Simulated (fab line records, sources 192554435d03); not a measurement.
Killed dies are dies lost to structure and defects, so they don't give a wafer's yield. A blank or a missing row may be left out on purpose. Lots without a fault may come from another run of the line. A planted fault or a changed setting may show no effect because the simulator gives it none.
fab line records | flow n5_finfet | part 2 of 2: steps 24 to 29 of 29
record lots=5 wafers=15 last_day=18
route steps=1938 shown BEOL_M6@1257 BEOL_M7@1263
lots that met no fault: from a run of the same line without faults
start_h: hours from the record's first day to the start of the lot's first wafer shown | wait_h: hours since the lot's step before | " the same as in the row above | L1.1+2: a row that stands for several wafers | - no value, or no start given | * or withheld: withheld | < > ~ a bound
route shown NAME@n: a module of which the file shows steps, and the number in the route of the first | usual: mean/standard deviation of fault-free wafers | same: alike in all rows | chamber/n: place in a boat | sites: the reading at each site | _std_site: their standard deviation | _edge_site: outer sites' mean less inner sites' | radius_mm: how far each site lies from the wafer's centre | mask NAME#n: copy n | behind: the tool/chamber that last shaped the wafer | hold: why the lot was held/for how many hours/how that ended | device: the transistor (n, p or np) that didn't switch | end of line: the same wafers' tests at the end of the route | a step without rows: its recipe alone | killed: dies lost to structure and defects at the first sort, not the wafer's yield | map: a wafer's dies, x killed, . not, _ none there
set.NAME: the setting as run; set.NAME@STEP: as run at that earlier step | model.NAME: the simulator's own value behind a step, which no gauge read
lots at some steps of the route; a table a step, a row a wafer
services: from which hour (start_h, from the record's first day; less than 0 if before it) a tool's chamber was out of use, for how many hours, and why
## steps
# step N5_BEOL_M7_ETCH_61
# recipe chemistry=CF4 target=SiARC target_depth_a=455 mask_material=CAR-ArF time_s=75.8 ion_energy_ev=80 pressure_mtorr=40 source_w=545 bias_w=36 Ar_flow_sccm=100 cf4_flow_sccm=100 ends=cleared
# usual bias_w=36.00/0.11 cf4_flow_sccm=100.01/0.27 drypump_motor_current_A=5.9/0.48 etch_rf_on_time_s=76.3/2.3 oes_product_au=0.64/0.077 rf_vpp_V=183.9/1.2 showerhead_plenum_p_Torr=2.14/0.076 throttle_valve_pct=15.78/0.26
# columns lot.wafer tool chamber start_h wait_h bias_w cf4_flow_sccm drypump_motor_current_A etch_rf_on_time_s oes_product_au rf_hours_counter_h rf_vpp_V showerhead_plenum_p_Torr throttle_valve_pct
L075.1 rie_diel-03 3 198.13 0.0 36.01 99.58 5.8 73.0 0.67 117 184.1 2.07 15.30
L075.3 " 0 " " 36.07 100.00 5.7 77.3 0.63 161 184.7 2.22 15.92
L075.4 " 2 " " 36.10 99.57 6.2 79.0 0.57 206 184.7 2.22 15.95
L077.1 rie_diel-01 2 202.20 0.0 36.13 100.11 5.5 77.7 0.61 192 184.1 2.21 15.72
L077.5 " 2 " " 35.96 99.73 5.4 76.9 0.62 - 185.2 2.21 15.72
L077.6 " 1 " " 36.10 100.25 5.5 74.0 0.84 - 184.3 2.19 15.57
L086.1 rie_diel-01 2 261.91 0.0 35.97 99.71 5.4 77.8 0.60 210 185.3 2.20 15.75
L086.3 " 3 " " 36.13 100.15 5.4 75.5 0.64 160 183.5 2.16 16.05
L086.5 " 2 " " 36.04 99.47 5.4 78.0 0.60 - 184.4 2.20 15.77
L094.4 rie_diel-01 2 323.25 0.0 35.98 100.37 5.4 78.4 0.58 232 184.8 2.19 15.80
L094.5 " 0 " " 35.95 100.14 5.5 75.4 0.82 - 182.3 2.12 15.51
L094.6 " 3 " " 36.01 100.19 5.4 75.2 0.62 - 185.0 2.15 16.11
L097.1 rie_diel-03 3 334.20 0.0 36.01 99.62 5.8 74.0 0.64 157 183.1 2.06 15.38
L097.3 " 1 " " 36.10 100.01 6.8 75.8 0.57 242 183.1 2.03 16.04
L097.6 " 2 " " 35.92 100.01 6.2 80.4 0.55 - 185.1 2.21 16.04
# step N5_BEOL_M7_ETCH_62
# recipe chemistry=N2/H2 target=SOC target_depth_a=1100 overetch_a=220 mask_material=SiARC temp_c=40 time_s=165 ion_energy_ev=200 pressure_mtorr=30 source_w=840 bias_w=150 n2_flow_sccm=200 h2_flow_sccm=200
# usual bias_w=149.9/0.44 drypump_motor_current_A=5.9/0.48 oes_product_au=0.64/0.069 rf_vpp_V=523.7/2.9 showerhead_plenum_p_Torr=2.54/0.096 throttle_valve_pct=17.99/0.26
# columns lot.wafer tool chamber start_h wait_h bias_w drypump_motor_current_A oes_product_au rf_hours_counter_h rf_vpp_V showerhead_plenum_p_Torr throttle_valve_pct
L075.1 rie_diel-03 3 198.18 0.0 149.9 5.8 0.65 117 520.8 2.47 17.62
L075.3 " 0 " " 150.2 5.7 0.63 161 528.6 2.64 18.19
L075.4 " 2 " " 150.3 6.2 0.59 206 525.9 2.62 17.95
L077.1 rie_diel-01 2 202.26 0.0 150.5 5.4 0.61 192 525.3 2.64 18.00
L077.5 " 2 " " 150.3 5.4 0.61 - 526.5 2.64 18.00
L077.6 " 1 " " 150.2 5.5 0.81 - 525.3 2.58 17.65
L086.1 rie_diel-01 2 261.96 0.0 151.3 5.4 0.60 210 526.1 2.63 18.02
L086.3 " 3 " " 149.8 5.4 0.63 160 524.7 2.57 18.51
L086.5 " 2 " " 150.1 5.4 0.60 - 525.5 2.63 18.01
L094.4 rie_diel-01 2 323.31 0.0 149.8 5.4 0.59 232 526.3 2.62 18.07
L094.5 " 0 " " 150.6 5.5 0.81 - 523.1 2.51 17.75
L094.6 " 3 " " 149.6 5.4 0.62 - 522.5 2.56 18.53
L097.1 rie_diel-03 3 334.25 0.0 150.3 5.8 0.63 157 520.2 2.45 17.67
L097.3 " 1 " " 149.7 6.8 0.57 242 519.4 2.39 18.12
L097.6 " 2 " " 150.0 6.2 0.57 - 525.9 2.61 18.01
# step N5_BEOL_M7_STRIP_68
# recipe chemistry=N2/H2 temp_c=40 n2_flow_sccm=200 h2_flow_sccm=200 rf_frequency_hz=6e+07
# columns lot.wafer tool chamber start_h wait_h
L075.1+3+4 rie_diel-03 3,0,2 198.32 0.1
L077.1+5+6 rie_diel-01 2,2,1 202.39 0.1
L086.1+3+5 rie_diel-01 2,3,2 262.10 0.1
L094.4+5+6 rie_diel-01 2,0,3 323.44 0.1
L097.1+3+6 rie_diel-03 3,1,2 334.39 0.1
# step N5_BEOL_M7_STRIP_67
# recipe chemistry=CF4 resist=SiARC power_w=300 bias_power_w=75 pressure_mtorr=50 cf4_flow_sccm=150 rf_frequency_hz=6e+07
# usual cf4_flow_sccm=150.0/0.41 drypump_motor_current_A=5.9/0.47 oes_product_au=0.76/0.081 rf_vpp_V=271.1/1.6 showerhead_plenum_p_Torr=1.79/0.067 throttle_valve_pct=13.74/0.29
# columns lot.wafer tool chamber start_h wait_h cf4_flow_sccm drypump_motor_current_A oes_product_au rf_hours_counter_h rf_vpp_V showerhead_plenum_p_Torr throttle_valve_pct
L075.1 rie_diel-03 3 198.33 0.0 150.3 5.8 0.78 117 270.2 1.71 13.20
L075.3 " 0 " " 150.2 5.7 0.76 161 273.3 1.86 13.88
L075.4 " 2 " " 150.3 6.2 0.69 207 272.5 1.88 14.00
L077.1 rie_diel-01 2 202.40 0.0 150.4 5.4 0.72 192 271.4 1.84 13.69
L077.5 " 2 " " 149.9 5.4 0.72 - 273.1 1.84 13.71
L077.6 " 1 " " 149.6 5.5 0.95 - 272.3 1.83 13.47
L086.1 rie_diel-01 2 262.11 0.0 149.9 5.5 0.72 211 273.0 1.83 13.73
L086.3 " 3 " " 150.1 5.4 0.74 160 270.6 1.82 14.04
L086.5 " 2 " " 149.6 5.4 0.71 - 272.5 1.83 13.75
L094.4 rie_diel-01 2 323.45 0.0 150.4 5.4 0.70 232 272.1 1.83 13.80
L094.5 " 0 " " 150.7 5.5 0.94 - 271.2 1.78 13.45
L094.6 " 3 " " 149.7 5.4 0.72 - 270.5 1.81 14.11
L097.1 rie_diel-03 3 334.40 0.0 150.2 5.8 0.74 157 270.2 1.70 13.30
L097.3 " 1 " " 150.9 6.8 0.67 243 269.9 1.71 14.01
L097.6 " 2 " " 150.4 6.2 0.66 - 271.6 1.87 14.08
# step N5_BEOL_M7_HM_OPEN_17
# recipe chemistry=Cl2/BCl3 target_depth_a=200 overetch_a=60 target=TiN mask_material=SOC ion_energy_ev=150 pressure_mtorr=10 icp_w=1000 bias_w=126 Cl2_flow_sccm=53.25 bcl3_flow_sccm=21.75 Ar_flow_sccm=25
# usual bias_w=125.9/0.36 drypump_motor_current_A=5.7/0.53 oes_product_au=0.63/0.098 throttle_valve_pct=22.29/0.13
# columns lot.wafer tool chamber start_h wait_h bias_w drypump_motor_current_A oes_product_au rf_hours_counter_h throttle_valve_pct
L075.1 rie_metal-03 1 198.37 0.0 125.7 5.2 0.60 71 22.30
L075.3 " 1 " " 125.1 5.1 0.59 - 22.30
L075.4 " 0 " " 125.9 6.4 0.56 - 22.22
L077.1 rie_metal-03 0 202.45 0.0 125.5 6.4 0.56 96 22.21
L077.5 " 1 " " 125.8 5.2 0.60 - 22.28
L077.6 " 0 " " 125.6 6.4 0.56 - 22.23
L086.1 rie_metal-01 0 262.15 0.0 125.9 6.1 0.60 75 22.59
L086.3 " 1 " " 125.9 5.8 0.56 - 22.21
L086.5 " 0 " " 126.2 6.1 0.60 - 22.59
L094.4 rie_metal-03 0 323.54 0.1 125.4 6.5 0.55 - 22.22
L094.5 " 1 " " 125.9 5.2 0.59 - 22.30
L094.6 " 0 " " 125.4 6.4 0.55 - 22.21
L097.1 rie_metal-02 1 334.44 0.0 126.4 5.8 0.74 16 22.27
L097.3 " 1 " " 126.4 5.8 0.76 - 22.26
L097.6 " 0 " " 126.0 5.1 0.80 - 22.15
# step N5_BEOL_M7_STRIP_19
# recipe chemistry=O2 power_w=400 temp_c=40 pressure_mtorr=30 rf_frequency_hz=6e+07 bias_power_w=0 overash_fraction=0.2 o2_flow_sccm=225
# usual drypump_motor_current_A=6.0/0.45 oes_product_au=0.76/0.091 rf_vpp_V=3.7/0.61 showerhead_plenum_p_Torr=2.07/0.087 throttle_valve_pct=16.7/0.31
# columns lot.wafer tool chamber start_h wait_h drypump_motor_current_A oes_product_au rf_hours_counter_h rf_vpp_V showerhead_plenum_p_Torr throttle_valve_pct
L075.1 rie_diel-06 0 198.57 0.2 6.5 0.75 189 4.6 2.00 16.4
L075.3 " 2 " " 5.6 0.69 250 3.8 2.05 17.2
L075.4 " 1 " " 6.5 0.87 39 3.3 2.20 16.4
L077.1 rie_diel-03 3 202.63 0.2 5.9 0.77 119 3.4 1.99 16.2
L077.5 " 3 " " 5.8 0.78 - 4.0 1.99 16.2
L077.6 " 0 " " 5.8 0.76 - 4.9 2.18 17.1
L086.1 rie_diel-06 3 262.26 0.1 5.8 0.76 149 3.2 1.92 16.4
L086.3 " 2 " " 5.6 0.97 9 3.6 2.05 16.8
L086.5 " 3 " " 5.9 0.75 - 3.1 1.92 16.4
L094.4 rie_diel-06 3 323.69 0.1 5.8 0.74 169 3.6 1.91 16.4
L094.5 " 3 " " 5.8 0.74 - 3.7 1.91 16.4
L094.6 " 2 " " 5.6 0.91 - 4.7 2.05 16.8
L097.1 rie_diel-06 2 334.55 0.1 5.6 0.91 31 4.5 2.04 16.8
L097.3 " 1 " " 6.5 0.82 80 4.1 2.18 16.5
L097.6 " 3 " " 5.9 0.74 - 3.8 1.91 16.4
## services
# columns tool chamber start_h hours kind
uv_cure-02 - 181.11 2.1 pm
cmp-01 - 183.00 2.6 repair
uv_cure-02 - 187.43 5.1 repair
arfi_scanner-02 - 189.07 0.7 repair
arfi_scanner-01 - 190.00 1.0 pm
arfi_scanner-02 - 198.90 1.3 pm
rie_diel-06 - 199.41 3.9 repair
rie_diel-01 3 207.40 19.4 repair
rie_metal-03 - 211.12 0.2 repair
uv_cure-03 - 217.24 7.5 pm
arfi_scanner-01 - 230.98 1.5 repair
pecvd-01 - 238.21 2.8 pm
pecvd-02 - 240.84 1.9 repair
uv_cure-02 - 241.18 2.8 pm
pecvd-01 - 243.67 0.6 repair
cmp-01 - 249.27 0.4 repair
arfi_scanner-02 - 250.18 0.8 pm
cmp-01 - 267.77 4.0 pm
pecvd-03 0 283.70 23.4 repair
pecvd-04 - 285.18 6.0 pm
rie_diel-01 1 293.98 4.3 repair
rie_diel-03 - 297.78 2.8 pm
cmp-01 - 324.78 0.4 repair
rie_diel-01 - 333.66 2.8 pm
